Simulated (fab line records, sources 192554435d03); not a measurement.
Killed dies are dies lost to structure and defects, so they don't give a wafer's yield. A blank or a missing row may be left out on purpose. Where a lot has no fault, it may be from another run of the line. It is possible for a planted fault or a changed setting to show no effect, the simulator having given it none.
Matching of chambers ; flow n5 finfet ; N5_BEOL_M11_ETCH_62 on rie diel-06: 4 sister chambers
The step etches SOC in N2/H2, target depth 110 nm, overetch 22 nm, time 165 s. 14 wafers are shown with their chamber, then 7 later ones without.

== WAFERS WITH THEIR CHAMBER ==
wafer;chamber;throttle valve pct (%);drypump motor current A (A);showerhead plenum p Torr (Torr)
L077.1;0;18.09;5.80;2.67
L077.2;1;17.37;6.52;2.55
L077.5;3;18.09;5.82;2.51
L080.1;0;18.10;5.79;2.67
L080.3;3;18.10;5.78;2.51
L080.5;1;17.40;6.51;2.55
L082.1;0;18.08;5.82;2.66
L082.2;3;18.12;5.79;2.50
L082.6;3;18.11;5.78;2.50
L087.1;2;17.63;6.04;2.47
L087.4;1;17.42;6.58;2.54
L087.6;3;18.13;5.78;2.50
L090.2;1;17.42;6.50;2.54
L090.5;1;17.42;6.53;2.54

SIGNATURES (averages over the wafers above)
reading;chamber 0;chamber 1;chamber 2;chamber 3;scatter within a chamber
throttle valve pct;18.0900;17.4060;17.6300;18.1100;0.0177
drypump motor current A;5.8033;6.5280;6.0400;5.7900;0.0236
showerhead plenum p Torr;2.6667;2.5440;2.4700;2.5040;0.00554
Rule: for a wafer and a chamber, the distance is found by dividing, reading by reading, the gap between the wafer's reading and the chamber's mean by the reading's scatter, squaring, summing and taking the root. If the next closest chamber is less than 2 further off than the closest, the wafer can't be placed; otherwise it belongs to the closest. The scatter: take each reading less its chamber's mean, square it, sum over the shown wafers, divide by the number of wafers less the number of chambers, and take the root.

== WAFERS WHOSE CHAMBER IS MISSING ==
wafer;throttle valve pct (%);drypump motor current A (A);showerhead plenum p Torr (Torr)
L090.6;17.64;6.04;2.47
L092.2;17.71;5.78;2.50
L092.3;18.14;5.80;2.65
L092.5;17.45;6.51;2.54
L096.3;18.14;5.79;2.65
L096.5;17.72;5.78;2.49
L096.6;17.46;6.48;2.54

== CHAMBER TAKEN BY EACH ==
wafer;from the rows above;in truth
L090.6;2;2
L092.2;2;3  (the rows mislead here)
L092.3;0;0
L092.5;1;1
L096.3;0;0
L096.5;2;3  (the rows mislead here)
L096.6;1;1
Placed correctly: 5 of 7. Number that these rows cannot place: 0. Placed wrongly: 2.
